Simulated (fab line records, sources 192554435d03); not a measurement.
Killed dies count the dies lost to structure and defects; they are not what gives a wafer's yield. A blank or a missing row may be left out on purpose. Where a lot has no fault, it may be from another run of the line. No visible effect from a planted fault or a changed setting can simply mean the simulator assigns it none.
Split-lot experiment || flow n5-finfet || on a route of 1938 steps: 7 lots, 21 wafers read

== THE SPLIT ITSELF ==
At N5_FIN_SAQP_EXPOSE_13 (exposes mask FIN CORE, target cd 35.6 nm), the setting dose-mj was moved away from the recipe's 63.25 on 7 of the 21 wafers read, by -6.9% to +7.4%. This setting was run at the recipe's value on the other wafers.

== FROM THE SPLIT TO THE READING: what the file shows between them, 2 steps ==
- N5_FIN_SAQP_PEB_14: peb time 60 s
- N5_FIN_SAQP_DEVELOP_15: develop time 30 s

== THE READING ==
cd-nm (nm) at N5_FIN_SAQP_CD_MEAS_16, where the cd target is 35.6 nm. Fault-free wafers of this fab line usually give 35.66 nm, standard deviation 0.3 nm.

{"wafer": "L074.4", "tool, chamber at the split": "arfi-scanner-02, 0", "dose-mj as run": 67.96, "against the recipe": "+7.4%", "cd-nm, nm": 33.68, "against lot-mates on the recipe": -1.77}
{"wafer": "L074.5", "tool, chamber at the split": "arfi-scanner-02, 0", "dose-mj as run": 67.96, "against the recipe": "+7.4%", "cd-nm, nm": 33.89, "against lot-mates on the recipe": -1.56}
{"wafer": "L074.6", "tool, chamber at the split": "arfi-scanner-02, 0", "dose-mj as run": 63.25, "against the recipe": "recipe", "cd-nm, nm": 35.45, "against lot-mates on the recipe": "-"}
{"wafer": "L075.2", "tool, chamber at the split": "arfi-scanner-03, 0", "dose-mj as run": 65.14, "against the recipe": "+3.0%", "cd-nm, nm": 35.45, "against lot-mates on the recipe": "no lot-mate on the recipe"}
{"wafer": "L075.4", "tool, chamber at the split": "arfi-scanner-03, 0", "dose-mj as run": 65.14, "against the recipe": "+3.0%", "cd-nm, nm": 34.73, "against lot-mates on the recipe": "no lot-mate on the recipe"}
{"wafer": "L075.6", "tool, chamber at the split": "arfi-scanner-03, 0", "dose-mj as run": 65.14, "against the recipe": "+3.0%", "cd-nm, nm": 35.70, "against lot-mates on the recipe": "no lot-mate on the recipe"}
{"wafer": "L078.2", "tool, chamber at the split": "arfi-scanner-01, 0", "dose-mj as run": 63.25, "against the recipe": "recipe", "cd-nm, nm": 35.85, "against lot-mates on the recipe": "-"}
{"wafer": "L078.3", "tool, chamber at the split": "arfi-scanner-01, 0", "dose-mj as run": 63.25, "against the recipe": "recipe", "cd-nm, nm": 35.63, "against lot-mates on the recipe": "-"}
{"wafer": "L078.5", "tool, chamber at the split": "arfi-scanner-01, 0", "dose-mj as run": 66.04, "against the recipe": "+4.4%", "cd-nm, nm": 34.81, "against lot-mates on the recipe": -0.93}
{"wafer": "L080.4", "tool, chamber at the split": "arfi-scanner-02, 0", "dose-mj as run": 58.91, "against the recipe": "-6.9%", "cd-nm, nm": 37.12, "against lot-mates on the recipe": "+1.45"}
{"wafer": "L080.5", "tool, chamber at the split": "arfi-scanner-02, 0", "dose-mj as run": 63.25, "against the recipe": "recipe", "cd-nm, nm": 35.47, "against lot-mates on the recipe": "-"}
{"wafer": "L080.6", "tool, chamber at the split": "arfi-scanner-02, 0", "dose-mj as run": 63.25, "against the recipe": "recipe", "cd-nm, nm": 35.86, "against lot-mates on the recipe": "-"}
{"wafer": "L083.2", "tool, chamber at the split": "arfi-scanner-02, 0", "dose-mj as run": 63.25, "against the recipe": "recipe", "cd-nm, nm": 35.38, "against lot-mates on the recipe": "-"}
{"wafer": "L083.3", "tool, chamber at the split": "arfi-scanner-02, 0", "dose-mj as run": 63.25, "against the recipe": "recipe", "cd-nm, nm": 35.97, "against lot-mates on the recipe": "-"}
{"wafer": "L083.4", "tool, chamber at the split": "arfi-scanner-02, 0", "dose-mj as run": 63.25, "against the recipe": "recipe", "cd-nm, nm": 35.78, "against lot-mates on the recipe": "-"}
{"wafer": "L085.2", "tool, chamber at the split": "arfi-scanner-02, 0", "dose-mj as run": 63.25, "against the recipe": "recipe", "cd-nm, nm": 35.72, "against lot-mates on the recipe": "-"}
{"wafer": "L085.3", "tool, chamber at the split": "arfi-scanner-02, 0", "dose-mj as run": 63.25, "against the recipe": "recipe", "cd-nm, nm": 36.14, "against lot-mates on the recipe": "-"}
{"wafer": "L085.4", "tool, chamber at the split": "arfi-scanner-02, 0", "dose-mj as run": 63.25, "against the recipe": "recipe", "cd-nm, nm": 35.89, "against lot-mates on the recipe": "-"}
{"wafer": "L086.3", "tool, chamber at the split": "arfi-scanner-03, 0", "dose-mj as run": 63.25, "against the recipe": "recipe", "cd-nm, nm": 35.58, "against lot-mates on the recipe": "-"}
{"wafer": "L086.5", "tool, chamber at the split": "arfi-scanner-03, 0", "dose-mj as run": 63.25, "against the recipe": "recipe", "cd-nm, nm": 35.15, "against lot-mates on the recipe": "-"}
{"wafer": "L086.6", "tool, chamber at the split": "arfi-scanner-03, 0", "dose-mj as run": 63.25, "against the recipe": "recipe", "cd-nm, nm": 35.22, "against lot-mates on the recipe": "-"}

FIT RESULTS
A straight line over all 21 wafers: cd-nm changes by -0.222 nm for each +1% of dose-mj; r = -0.90; the points scatter about the line by 0.32 nm.
The same after taking each lot's own level away (the mean of its wafers on the recipe; 18 wafers): -0.219 nm for each +1%; r = -0.97; scatter 0.18 nm.
On that fit, the largest move of dose-mj shifts the reading by 1.6 nm.
From 35.317 to 35.917 nm: that is the span of the lots' own levels, equal to 2.0 times the standard deviation above.
Consequently the slope shifts little with the lot-to-lot level, the two slopes agreeing.
Check: -1.57 nm against its lot-mates is what the line predicts for one of the wafers moved furthest among these (+7.4%) when that wafer is left out of the fit. It came out at -1.77 nm against them.

== ADDITIONAL SPLITS CARRIED BY THESE WAFERS ==
Before the reading, these wafers also passed through other splits. Each is held against what the fit with the lots' levels taken away leaves over:
{"other split on the same wafers": "N5_ZERO_LAYER_PECVD_02 time-s", "wafers away from the commonest value": 2, "r with cd-nm (lot level and that fit taken away)": "+0.06"}
{"other split on the same wafers": "N5_ZERO_LAYER_COAT_05 spin-rpm", "wafers away from the commonest value": 6, "r with cd-nm (lot level and that fit taken away)": "+0.25"}

== THE FILE'S OWN FIT ==
cd-nm changes by -0.217 nm for each +1% of dose-mj, r = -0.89.
